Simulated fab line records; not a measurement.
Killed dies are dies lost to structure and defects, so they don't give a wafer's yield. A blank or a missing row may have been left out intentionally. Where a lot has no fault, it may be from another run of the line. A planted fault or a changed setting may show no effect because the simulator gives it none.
fab line records | flow n5-finfet
record: lots: 11 | wafers: 33 | last-day: 18
route steps=1938 shown BEOL_M15@1819 MIM_TOP@1838 PASS1_CAP@1874 TV_LITHO@1881
lots untouched by any fault: they come from a run of this same line in which no faults occurred
start-h: hours from the record's opening day to when the first of the lot's shown wafers began | wait-h: hours since the lot's step before | " same as the row above | L1.1+2: several wafers, shown together as one row | - no value, or no start given | * or withheld: withheld | < > ~ a bound
route shown NAME@n: a module of which the file shows steps, and the number in the route of the first | usual: mean and standard deviation over wafers with no fault | same: alike in all rows | chamber/n: place in a boat | sites: readings site by site | _std_site: how widely they spread, as a standard deviation | _edge_site: inner sites' mean taken away from outer sites' mean | radius-mm: for every site, how far away it sits from the centre of the wafer | mask NAME#n: copy n | behind: tool/chamber where the wafer was last shaped | hold: reason for holding the lot/hours on hold/outcome of the hold | device: transistor that didn't switch, given as n, p or np | end of line: the tests these same wafers got at the end of their route | where a step has no rows: the recipe by itself | killed: count of dies lost to structure and defects at first sort (not the wafer's yield) | map: per-die view of a wafer (x killed, . not killed, _ where there is no die)
set.NAME: the run value of the setting; set.NAME@STEP: its run value at that earlier step | model.NAME: the simulator's own value behind a step, which no gauge read
one table for each step of the route and one row for each wafer, over a sample of lots
services: a tool's chamber out of use, with start hour (start-h, from the record's first day; less than 0 if before it), hours out, and reason
== steps ==
step: N5_BEOL_M15_SPUTTER_43
recipe: material: TaN | target-thk-a: 150 | temp-c: 50 | bias-v: 168.6 | power-w: 15000 | chamber-pressure-pa: 0.12 | time-s: 24.19
usual: substrate-temp-c: 50.01/0.12 | throttle-valve-pct: 30.8/0.7
lot.wafer | tool           | chamber | start-h | wait-h | substrate-temp-c | throttle-valve-pct
L430.2    | pvd-sputter-03 | -       | 254.40  | 0.0    | 50.13            | 31.3
L430.3    | "              | -       | "       | "      | 49.87            | 29.5
L430.4    | "              | -       | "       | "      | 50.01            | 30.6
L431.1    | pvd-sputter-02 | -       | 265.00  | 0.0    | 49.87            | 32.2
L431.2    | "              | -       | "       | "      | 49.93            | 30.9
L431.5    | "              | -       | "       | "      | 49.96            | 30.1
L433.1    | pvd-sputter-01 | -       | 275.84  | 0.0    | 50.29            | 31.9
L433.3    | "              | -       | "       | "      | 50.02            | 30.5
L433.5    | "              | -       | "       | "      | 50.07            | 30.5
L435.3    | pvd-sputter-03 | -       | 281.66  | 0.0    | 49.96            | 30.0
L435.4    | "              | -       | "       | "      | 49.95            | 31.1
L435.5    | "              | -       | "       | "      | 50.00            | 30.8
L436.3    | pvd-sputter-02 | -       | 306.10  | 0.0    | 50.05            | 30.4
L436.5    | "              | -       | "       | "      | 50.02            | 31.1
L436.6    | "              | -       | "       | "      | 50.04            | 30.9
L438.3    | pvd-sputter-01 | -       | 314.04  | 0.0    | 50.16            | 30.4
L438.4    | "              | -       | "       | "      | 49.93            | 31.7
L438.6    | "              | -       | "       | "      | 50.05            | 30.7
L437.2    | pvd-sputter-02 | -       | 314.60  | 0.0    | 50.06            | 30.2
L437.5    | "              | -       | "       | "      | 49.83            | 31.4
L437.6    | "              | -       | "       | "      | 49.98            | 31.1
L441.1    | pvd-sputter-03 | -       | 335.37  | 0.0    | 50.21            | 30.6
L441.2    | "              | -       | "       | "      | 50.23            | 29.6
L441.4    | "              | -       | "       | "      | 50.07            | 31.3
L444.1    | pvd-sputter-01 | -       | 339.86  | 0.0    | 50.00            | 31.8
L444.4    | "              | -       | "       | "      | 50.10            | 30.5
L444.5    | "              | -       | "       | "      | 50.08            | 31.1
L450.1    | pvd-sputter-02 | -       | 404.72  | 0.0    | 50.05            | 31.0
L450.3    | "              | -       | "       | "      | 49.79            | 30.3
L450.5    | "              | -       | "       | "      | 49.89            | 31.0
L449.1    | pvd-sputter-03 | -       | 407.70  | 0.0    | 49.76            | 30.2
L449.5    | "              | -       | "       | "      | 50.11            | 29.3
L449.6    | "              | -       | "       | "      | 50.08            | 31.1
step: N5_MIM_TOP_SPUTTER_03
recipe: material: TiN | target-thk-a: 350 | temp-c: 200 | power-w: 3000 | chamber-pressure-pa: 0.49996 | gas: Ar | reactive-partial-pa: 0.37997 | time-s: 89.7
usual: substrate-temp-c: 200.01/0.18 | throttle-valve-pct: 30.8/0.74
lot.wafer | tool           | chamber | start-h | wait-h | substrate-temp-c | throttle-valve-pct
L430.2    | pvd-sputter-01 | -       | 258.78  | 0.0    | 199.70           | 30.5
L430.3    | "              | -       | "       | "      | 200.08           | 30.8
L430.4    | "              | -       | "       | "      | 199.69           | 31.7
L431.1    | pvd-sputter-02 | -       | 270.41  | 0.0    | 200.59           | 31.2
L431.2    | "              | -       | "       | "      | 199.84           | 32.0
L431.5    | "              | -       | "       | "      | 200.17           | 31.0
L433.1    | pvd-sputter-03 | -       | 279.22  | 0.0    | 199.88           | 30.9
L433.3    | "              | -       | "       | "      | 200.10           | 30.1
L433.5    | "              | -       | "       | "      | 200.07           | 30.0
L435.3    | pvd-sputter-02 | -       | 287.44  | 0.0    | 199.98           | 30.1
L435.4    | "              | -       | "       | "      | 199.93           | 31.4
L435.5    | "              | -       | "       | "      | 200.24           | 30.1
L436.3    | pvd-sputter-01 | -       | 313.58  | 0.0    | 199.94           | 31.6
L436.5    | "              | -       | "       | "      | 199.86           | 30.5
L436.6    | "              | -       | "       | "      | 200.17           | 30.6
L438.3    | pvd-sputter-01 | -       | 319.53  | 0.0    | 199.97           | 30.6
L438.4    | "              | -       | "       | "      | 199.87           | 31.8
L438.6    | "              | -       | "       | "      | 200.49           | 30.2
L437.2    | pvd-sputter-02 | -       | 321.82  | 0.0    | 199.79           | 30.9
L437.5    | "              | -       | "       | "      | 200.38           | 31.0
L437.6    | "              | -       | "       | "      | 199.70           | 31.1
L441.1    | pvd-sputter-03 | -       | 339.37  | 0.0    | 200.17           | 31.1
L441.2    | "              | -       | "       | "      | 199.76           | 30.2
L441.4    | "              | -       | "       | "      | 200.03           | 29.3
L444.1    | pvd-sputter-02 | -       | 345.71  | 0.0    | 200.22           | 32.0
L444.4    | "              | -       | "       | "      | 200.04           | 30.3
L444.5    | "              | -       | "       | "      | 200.10           | 31.4
L450.1    | pvd-sputter-01 | -       | 409.60  | 0.0    | 200.07           | 31.8
L450.3    | "              | -       | "       | "      | 200.08           | 30.7
L450.5    | "              | -       | "       | "      | 200.02           | 30.4
L449.1    | pvd-sputter-01 | -       | 411.40  | 0.0    | 200.04           | 31.9
L449.5    | "              | -       | "       | "      | 199.96           | 31.8
L449.6    | "              | -       | "       | "      | 200.06           | 31.1
step: N5_PASSIVATION_PECVD_01
recipe: material: SiNx | target-thk-a: 2000 | temp-c: 400 | precursor: SiH4/NH3/N2 | pressure-torr: 4.9 | rf-w: 1406 | time-s: 43.2
usual: heater-power-w: 368/87 | showerhead-plenum-p-Torr: 8.67/0.054 | throttle-valve-pct: 29.8/1
lot.wafer | tool     | chamber | start-h | wait-h | heater-power-w | showerhead-plenum-p-Torr | since-wet-clean-h | throttle-valve-pct
L430.2    | pecvd-03 | 0       | 261.04  | 0.0    | 296            | 8.70                     | 1327              | 32.3
L430.3    | "        | 1       | "       | "      | 475            | 8.76                     | 2052              | 29.4
L430.4    | "        | 0       | "       | "      | 309            | 8.73                     | -                 | 32.3
L431.1    | pecvd-04 | 0       | 272.67  | 0.0    | 303            | 8.67                     | 1158              | 30.4
L431.2    | "        | 2       | "       | "      | 482            | 8.59                     | 404               | 29.5
L431.5    | "        | 1       | "       | "      | 330            | 8.67                     | -                 | 29.7
L433.1    | pecvd-03 | 0       | 281.54  | 0.0    | 359            | 8.72                     | 1348              | 32.4
L433.3    | "        | 2       | "       | "      | 277            | 8.74                     | 594               | 29.2
L433.5    | "        | 1       | "       | "      | 319            | 8.73                     | -                 | 29.0
L435.3    | pecvd-03 | 1       | 289.97  | 0.0    | 400            | 8.73                     | 2081              | 28.9
L435.4    | "        | 0       | "       | "      | 275            | 8.72                     | -                 | 32.5
L435.5    | "        | 2       | "       | "      | 237            | 8.72                     | -                 | 29.2
L436.3    | pecvd-04 | 0       | 315.77  | 0.0    | 350            | 8.66                     | 1201              | 30.0
L436.5    | "        | 1       | "       | "      | 415            | 8.66                     | -                 | 29.6
L436.6    | "        | 0       | "       | "      | 354            | 8.67                     | -                 | 30.3
L438.3    | pecvd-03 | 0       | 322.05  | 0.0    | 292            | 8.74                     | 1388              | 32.5
L438.4    | "        | 0       | "       | "      | 293            | 8.72                     | -                 | 32.2
L438.6    | "        | 2       | "       | "      | 289            | 8.74                     | -                 | 29.4
L437.2    | pecvd-04 | 1       | 324.11  | 0.0    | 426            | 8.68                     | 1934              | 29.5
L437.5    | "        | 0       | "       | "      | 359            | 8.64                     | -                 | 30.3
L437.6    | "        | 1       | "       | "      | 448            | 8.68                     | -                 | 29.7
L441.1    | pecvd-04 | 0       | 342.31  | 0.0    | 285            | 8.64                     | 1227              | 30.3
L441.2    | "        | 1       | "       | "      | 476            | 8.68                     | 1952              | 29.8
L441.4    | "        | 2       | "       | "      | 438            | 8.57                     | -                 | 30.0
L444.1    | pecvd-01 | 1       | 348.15  | 0.0    | 420            | 8.69                     | 1596              | 30.0
L444.4    | "        | 1       | "       | "      | 448            | 8.70                     | -                 | 29.9
L444.5    | "        | 2       | "       | "      | 170            | 8.64                     | -                 | 28.2
L450.1    | pecvd-01 | 0       | 412.46  | 0.0    | 429            | 8.63                     | 935               | 28.8
L450.3    | "        | 1       | "       | "      | 474            | 8.74                     | 1660              | 30.1
L450.5    | "        | 0       | "       | "      | 418            | 8.63                     | -                 | 28.8
L449.1    | pecvd-01 | 2       | 413.72  | 0.0    | 210            | 8.63                     | 164               | 28.4
L449.5    | "        | 0       | "       | "      | 370            | 8.59                     | -                 | 29.1
L449.6    | "        | 1       | "       | "      | 395            | 8.71                     | -                 | 30.3
step: N5_PASSIVATION_DEVELOP_09
recipe: develop-time-s: 60 | rinse-liquid: diw | dry: air-spin | dev-temp-c: 21
usual: developer-temp-C: 21.01/0.1
lot.wafer | tool           | chamber | start-h | wait-h | developer-temp-C
L430.2    | litho-track-03 | 0       | 262.84  | -      | 21.12
L430.3    | "              | 0       | "       | "      | 21.09
L430.4    | "              | 0       | "       | "      | 21.03
L431.1    | litho-track-03 | 0       | 273.04  | -      | 21.02
L431.2    | "              | 0       | "       | "      | 21.21
L431.5    | "              | 0       | "       | "      | 21.02
L433.1    | litho-track-02 | 0       | 282.09  | -      | 20.84
L433.3    | "              | 0       | "       | "      | 21.04
L433.5    | "              | 0       | "       | "      | 20.86
L435.3    | litho-track-03 | 0       | 290.21  | -      | 21.02
L435.4    | "              | 0       | "       | "      | 21.06
L435.5    | "              | 0       | "       | "      | 20.98
L436.3    | litho-track-04 | 0       | 316.76  | -      | 21.05
L436.5    | "              | 0       | "       | "      | 20.98
L436.6    | "              | 0       | "       | "      | 21.18
L438.3    | litho-track-04 | 0       | 322.42  | -      | 21.03
L438.4    | "              | 0       | "       | "      | 21.06
L438.6    | "              | 0       | "       | "      | 20.99
L437.2    | litho-track-04 | 0       | 326.76  | -      | 21.12
L437.5    | "              | 0       | "       | "      | 20.94
L437.6    | "              | 0       | "       | "      | 21.23
L441.1    | litho-track-04 | 0       | 343.68  | -      | 21.04
L441.2    | "              | 0       | "       | "      | 21.15
L441.4    | "              | 0       | "       | "      | 21.14
L444.1    | litho-track-03 | 0       | 348.55  | -      | 21.11
L444.4    | "              | 0       | "       | "      | 21.09
L444.5    | "              | 0       | "       | "      | 20.98
L449.1    | litho-track-03 | 0       | 414.48  | -      | 21.08
L449.5    | "              | 0       | "       | "      | 21.14
L449.6    | "              | 0       | "       | "      | 20.99
L450.1    | litho-track-03 | 0       | 414.65  | -      | 20.99
L450.3    | "              | 0       | "       | "      | 21.07
L450.5    | "              | 0       | "       | "      | 20.99
step: N5_PASSIVATION_CD_MEAS_10
recipe: target-cd-nm: 3000 | landing-energy-ev: 500 | detector: se-inlens
usual: cd-nm: 3000.1/1.7
lot.wafer | tool      | chamber | start-h | wait-h | cd-nm
L430.2    | cd-sem-02 | 0       | 262.95  | -      | 3002.0
L430.3    | "         | 0       | "       | "      | 3001.2
L430.4    | "         | 0       | "       | "      | 2999.7
L431.1    | cd-sem-02 | 0       | 273.16  | -      | 2999.0
L431.2    | "         | 0       | "       | "      | 2998.1
L431.5    | "         | 0       | "       | "      | 2999.1
L433.1    | cd-sem-02 | 0       | 282.20  | -      | 2999.4
L433.3    | "         | 0       | "       | "      | 2999.0
L433.5    | "         | 0       | "       | "      | 2999.1
L435.3    | cd-sem-02 | 0       | 290.34  | -      | 2999.1
L435.4    | "         | 0       | "       | "      | 2999.3
L435.5    | "         | 0       | "       | "      | 2999.0
L436.3    | cd-sem-03 | 0       | 316.88  | -      | 3000.6
L436.5    | "         | 0       | "       | "      | 2998.8
L436.6    | "         | 0       | "       | "      | 2999.0
L438.3    | cd-sem-02 | 0       | 322.54  | -      | 3001.2
L438.4    | "         | 0       | "       | "      | 3000.4
L438.6    | "         | 0       | "       | "      | 3000.4
L437.2    | cd-sem-02 | 0       | 326.88  | -      | 2999.7
L437.5    | "         | 0       | "       | "      | 3001.9
L437.6    | "         | 0       | "       | "      | 2992.8
L441.1    | cd-sem-02 | 0       | 343.79  | -      | 3000.4
L441.2    | "         | 0       | "       | "      | 2998.3
L441.4    | "         | 0       | "       | "      | 2992.6
L444.1    | cd-sem-01 | 0       | 348.67  | -      | 3003.1
L444.4    | "         | 0       | "       | "      | 3000.7
L444.5    | "         | 0       | "       | "      | 2999.7
L449.1    | cd-sem-03 | 0       | 414.60  | -      | 2998.7
L449.5    | "         | 0       | "       | "      | 3002.0
L449.6    | "         | 0       | "       | "      | 3002.0
L450.1    | cd-sem-01 | 0       | 414.76  | -      | 2999.6
L450.3    | "         | 0       | "       | "      | 2997.7
L450.5    | "         | 0       | "       | "      | 2998.4
== services ==
tool           | chamber | start-h | hours | kind
pecvd-04       | 2       | 234.50  | 16.5  | scheduled-down
pecvd-01       | 0       | 249.50  | 5.5   | scheduled-down
pecvd-03       | -       | 254.41  | 2.8   | pm
pecvd-01       | -       | 296.54  | 5.5   | pm
litho-track-04 | -       | 296.84  | -     | consumable-replace:filter
pecvd-03       | 1       | 304.93  | 5.0   | scheduled-down
pecvd-01       | 1       | 337.81  | 2.1   | scheduled-down
pecvd-01       | 0       | 346.79  | 4.9   | repair
pvd-sputter-02 | -       | 347.06  | 1.0   | repair
pecvd-01       | -       | 376.08  | 1.3   | repair
pecvd-03       | 1       | 383.62  | -     | clean
pecvd-03       | 1       | 383.62  | -     | consumable-replace:showerhead
pecvd-03       | 1       | 383.62  | 29.0  | scheduled-down
pecvd-03       | 1       | 383.62  | 29.0  | vent-cycle
== key ==
first-sign: step: N5_PASSIVATION_CD_MEAS_10 | reading: cd-nm | direction: down | sigmas: 4.4 | usual: 3000.1 | struck: 2992.7
effect none on later readings
met-at N5_PASSIVATION_DEVELOP_09
struck-lots L437,L441
struck-wafers L437.6,L441.4
not-acting-at N5_BEOL_M15_SPUTTER_43,N5_MIM_TOP_SPUTTER_03,N5_PASSIVATION_PECVD_01
onset-between 322.42 326.76
fault: kind: process-parameter-drift | tool: litho-track-04 | chamber: - | onset-h: 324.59 | steps: N5_PASSIVATION_DEVELOP_09 | channel: develop-time-s | offset: * | shape: step | end-h: 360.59 | scope: struck-wafers-only | acts-in: * | stated: *
